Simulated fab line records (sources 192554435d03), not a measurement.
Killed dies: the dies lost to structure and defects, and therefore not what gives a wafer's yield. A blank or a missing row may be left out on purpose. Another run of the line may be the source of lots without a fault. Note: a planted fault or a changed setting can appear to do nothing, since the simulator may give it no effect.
Split-lot study / flow n5Finfet / route with 1938 steps; 7 lots, 39 wafers read

ABOUT THE SPLIT
At N5_SD_EPI_N_ETCH_35 (etches SOC in N2/H2, overetch 108 nm, time 486 s), the setting timeS was moved away from the recipe's 486 s on 15 of the 39 wafers read, by -47.3% to +31.9%. The other wafers ran this setting at the recipe's value.

The reading comes from the split's own step.

THE READING
SiARC_of_SD_EPI_N_COAT_33.thkNm (the simulator's own value, which no gauge read), in nm, at N5_SD_EPI_N_ETCH_35 (etches SOC in N2/H2, overetch 108 nm, time 486 s). No usual value for it is given in the file. Average 19.7 nm, standard deviation 0.37 nm, over the 24 wafers here run with the recipe.

wafer=L081.1; tool, chamber at the split=rieDiel-05, 2; timeS as run, s=365.1; against the recipe=-24.9%; SiARC_of_SD_EPI_N_COAT_33.thkNm, nm=23.6; against lot-mates on the recipe=+3.9
wafer=L081.2; tool, chamber at the split=rieDiel-05, 1; timeS as run, s=486; against the recipe=recipe; SiARC_of_SD_EPI_N_COAT_33.thkNm, nm=19.2; against lot-mates on the recipe=-
wafer=L081.3; tool, chamber at the split=rieDiel-05, 0; timeS as run, s=365.1; against the recipe=-24.9%; SiARC_of_SD_EPI_N_COAT_33.thkNm, nm=24; against lot-mates on the recipe=+4.3
wafer=L081.4; tool, chamber at the split=rieDiel-05, 3; timeS as run, s=365.1; against the recipe=-24.9%; SiARC_of_SD_EPI_N_COAT_33.thkNm, nm=23.8; against lot-mates on the recipe=+4.1
wafer=L081.5; tool, chamber at the split=rieDiel-05, 2; timeS as run, s=486; against the recipe=recipe; SiARC_of_SD_EPI_N_COAT_33.thkNm, nm=19.8; against lot-mates on the recipe=-
wafer=L081.6; tool, chamber at the split=rieDiel-05, 3; timeS as run, s=486; against the recipe=recipe; SiARC_of_SD_EPI_N_COAT_33.thkNm, nm=20.2; against lot-mates on the recipe=-
wafer=L084.1; tool, chamber at the split=rieDiel-05, 1; timeS as run, s=486; against the recipe=recipe; SiARC_of_SD_EPI_N_COAT_33.thkNm, nm=19.4; against lot-mates on the recipe=-
wafer=L084.2; tool, chamber at the split=rieDiel-05, 0; timeS as run, s=486; against the recipe=recipe; SiARC_of_SD_EPI_N_COAT_33.thkNm, nm=20.6; against lot-mates on the recipe=-
wafer=L084.3; tool, chamber at the split=rieDiel-05, 3; timeS as run, s=486; against the recipe=recipe; SiARC_of_SD_EPI_N_COAT_33.thkNm, nm=20.2; against lot-mates on the recipe=-
wafer=L084.4; tool, chamber at the split=rieDiel-05, 1; timeS as run, s=640.8; against the recipe=+31.9%; SiARC_of_SD_EPI_N_COAT_33.thkNm, nm=14.4; against lot-mates on the recipe=-5.7
wafer=L084.5; tool, chamber at the split=rieDiel-05, 3; timeS as run, s=640.8; against the recipe=+31.9%; SiARC_of_SD_EPI_N_COAT_33.thkNm, nm=15.4; against lot-mates on the recipe=-4.7
wafer=L084.6; tool, chamber at the split=rieDiel-05, 0; timeS as run, s=640.8; against the recipe=+31.9%; SiARC_of_SD_EPI_N_COAT_33.thkNm, nm=16; against lot-mates on the recipe=-4.1
wafer=L090.2; tool, chamber at the split=rieDiel-05, 3; timeS as run, s=486; against the recipe=recipe; SiARC_of_SD_EPI_N_COAT_33.thkNm, nm=20; against lot-mates on the recipe=-
wafer=L090.4; tool, chamber at the split=rieDiel-05, 0; timeS as run, s=486; against the recipe=recipe; SiARC_of_SD_EPI_N_COAT_33.thkNm, nm=20.4; against lot-mates on the recipe=-
wafer=L090.6; tool, chamber at the split=rieDiel-05, 1; timeS as run, s=486; against the recipe=recipe; SiARC_of_SD_EPI_N_COAT_33.thkNm, nm=19.2; against lot-mates on the recipe=-
wafer=L092.1; tool, chamber at the split=rieDiel-01, 1; timeS as run, s=256; against the recipe=-47.3%; SiARC_of_SD_EPI_N_COAT_33.thkNm, nm=27; against lot-mates on the recipe=+7.3
wafer=L092.2; tool, chamber at the split=rieDiel-01, 2; timeS as run, s=256; against the recipe=-47.3%; SiARC_of_SD_EPI_N_COAT_33.thkNm, nm=27; against lot-mates on the recipe=+7.3
wafer=L092.3; tool, chamber at the split=rieDiel-01, 3; timeS as run, s=486; against the recipe=recipe; SiARC_of_SD_EPI_N_COAT_33.thkNm, nm=19.6; against lot-mates on the recipe=-
wafer=L092.4; tool, chamber at the split=rieDiel-01, 2; timeS as run, s=256; against the recipe=-47.3%; SiARC_of_SD_EPI_N_COAT_33.thkNm, nm=27; against lot-mates on the recipe=+7.3
wafer=L092.5; tool, chamber at the split=rieDiel-01, 3; timeS as run, s=486; against the recipe=recipe; SiARC_of_SD_EPI_N_COAT_33.thkNm, nm=19.6; against lot-mates on the recipe=-
wafer=L092.6; tool, chamber at the split=rieDiel-01, 1; timeS as run, s=486; against the recipe=recipe; SiARC_of_SD_EPI_N_COAT_33.thkNm, nm=19.8; against lot-mates on the recipe=-
wafer=L093.1; tool, chamber at the split=rieDiel-01, 3; timeS as run, s=486; against the recipe=recipe; SiARC_of_SD_EPI_N_COAT_33.thkNm, nm=19.8; against lot-mates on the recipe=-
wafer=L093.2; tool, chamber at the split=rieDiel-01, 2; timeS as run, s=270.1; against the recipe=-44.4%; SiARC_of_SD_EPI_N_COAT_33.thkNm, nm=26.8; against lot-mates on the recipe=+6.9
wafer=L093.3; tool, chamber at the split=rieDiel-01, 1; timeS as run, s=270.1; against the recipe=-44.4%; SiARC_of_SD_EPI_N_COAT_33.thkNm, nm=26.6; against lot-mates on the recipe=+6.7
wafer=L093.4; tool, chamber at the split=rieDiel-01, 3; timeS as run, s=486; against the recipe=recipe; SiARC_of_SD_EPI_N_COAT_33.thkNm, nm=19.8; against lot-mates on the recipe=-
wafer=L093.5; tool, chamber at the split=rieDiel-01, 2; timeS as run, s=270.1; against the recipe=-44.4%; SiARC_of_SD_EPI_N_COAT_33.thkNm, nm=26.8; against lot-mates on the recipe=+6.9
wafer=L093.6; tool, chamber at the split=rieDiel-01, 1; timeS as run, s=486; against the recipe=recipe; SiARC_of_SD_EPI_N_COAT_33.thkNm, nm=20; against lot-mates on the recipe=-
wafer=L095.1; tool, chamber at the split=rieDiel-01, 0,3; timeS as run, s=486; against the recipe=recipe; SiARC_of_SD_EPI_N_COAT_33.thkNm, nm=19.4; against lot-mates on the recipe=-
wafer=L095.3; tool, chamber at the split=rieDiel-01, 0,3; timeS as run, s=486; against the recipe=recipe; SiARC_of_SD_EPI_N_COAT_33.thkNm, nm=19.4; against lot-mates on the recipe=-
wafer=L095.2; tool, chamber at the split=rieDiel-01, 1; timeS as run, s=352.8; against the recipe=-27.4%; SiARC_of_SD_EPI_N_COAT_33.thkNm, nm=24; against lot-mates on the recipe=+4.4
wafer=L095.4; tool, chamber at the split=rieDiel-01, 2; timeS as run, s=352.8; against the recipe=-27.4%; SiARC_of_SD_EPI_N_COAT_33.thkNm, nm=24.2; against lot-mates on the recipe=+4.6
wafer=L095.5; tool, chamber at the split=rieDiel-01, 2; timeS as run, s=486; against the recipe=recipe; SiARC_of_SD_EPI_N_COAT_33.thkNm, nm=20; against lot-mates on the recipe=-
wafer=L095.6; tool, chamber at the split=rieDiel-01, 1; timeS as run, s=352.8; against the recipe=-27.4%; SiARC_of_SD_EPI_N_COAT_33.thkNm, nm=24; against lot-mates on the recipe=+4.4
wafer=L096.1; tool, chamber at the split=rieDiel-01, 2; timeS as run, s=486; against the recipe=recipe; SiARC_of_SD_EPI_N_COAT_33.thkNm, nm=19.8; against lot-mates on the recipe=-
wafer=L096.2; tool, chamber at the split=rieDiel-01, 3; timeS as run, s=486; against the recipe=recipe; SiARC_of_SD_EPI_N_COAT_33.thkNm, nm=19.4; against lot-mates on the recipe=-
wafer=L096.3; tool, chamber at the split=rieDiel-01, 1; timeS as run, s=486; against the recipe=recipe; SiARC_of_SD_EPI_N_COAT_33.thkNm, nm=19.6; against lot-mates on the recipe=-
wafer=L096.4; tool, chamber at the split=rieDiel-01, 0; timeS as run, s=486; against the recipe=recipe; SiARC_of_SD_EPI_N_COAT_33.thkNm, nm=19.2; against lot-mates on the recipe=-
wafer=L096.5; tool, chamber at the split=rieDiel-01, 3; timeS as run, s=486; against the recipe=recipe; SiARC_of_SD_EPI_N_COAT_33.thkNm, nm=19.4; against lot-mates on the recipe=-
wafer=L096.6; tool, chamber at the split=rieDiel-01, 2; timeS as run, s=486; against the recipe=recipe; SiARC_of_SD_EPI_N_COAT_33.thkNm, nm=19.8; against lot-mates on the recipe=-
Rows listing several chambers each stand for several wafers; the file does not say which wafer went through which chamber.

THE FIT
A straight line over all 39 wafers: SiARC_of_SD_EPI_N_COAT_33.thkNm changes by -0.153 nm for each +1% of timeS; r = -0.99; the points scatter about the line by 0.38 nm.
The same after taking each lot's own level away (the mean of its wafers on the recipe; 39 wafers): -0.155 nm for each +1%; r = -0.99; scatter 0.34 nm.
Per that fit: largest timeS move, reading shift of 7.3 nm.
The lots' own levels span 19.53 to 20.07 nm, that is 1.4 times the standard deviation above.
So the lot-to-lot level changes the slope little: the two slopes agree.
Check: with one of the wafers moved furthest among these (-47.3%) left out of the fit, the line predicts +7.39 nm for it against its lot-mates. It came out at +7.33 nm against them.

OTHER SPLITS ON THESE WAFERS
Other splits were also applied to these wafers ahead of the reading. Each is held against what the fit with the lots' levels taken away leaves over:
other split on the same wafers=N5_FIN_SAQP_HM_DEP_03 timeS; wafers away from the commonest value=12; r with SiARC_of_SD_EPI_N_COAT_33.thkNm (lot level and that fit taken away)=-0.02

THE WHOLE CHAIN: every reading that the file lists as answering this split, in the file's order
step=N5_SD_EPI_N_ETCH_35; what it does=etches SOC in N2/H2, overetch 108 nm, time 486 s; reading=SD_EPI_N.cdNm (the simulator's own value, which no gauge read); change (the file's fit)=+0.149 nm for each +1% of the setting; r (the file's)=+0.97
step=N5_SD_EPI_N_ETCH_35; what it does=etches SOC in N2/H2, overetch 108 nm, time 486 s; reading=SiARC_of_SD_EPI_N_COAT_33.thkNm (the simulator's own value, which no gauge read); change (the file's fit)=-0.156 nm for each +1% of the setting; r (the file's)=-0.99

THE FILE'S OWN FIT
SiARC_of_SD_EPI_N_COAT_33.thkNm changes by -0.156 nm for each +1% of timeS, r = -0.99.
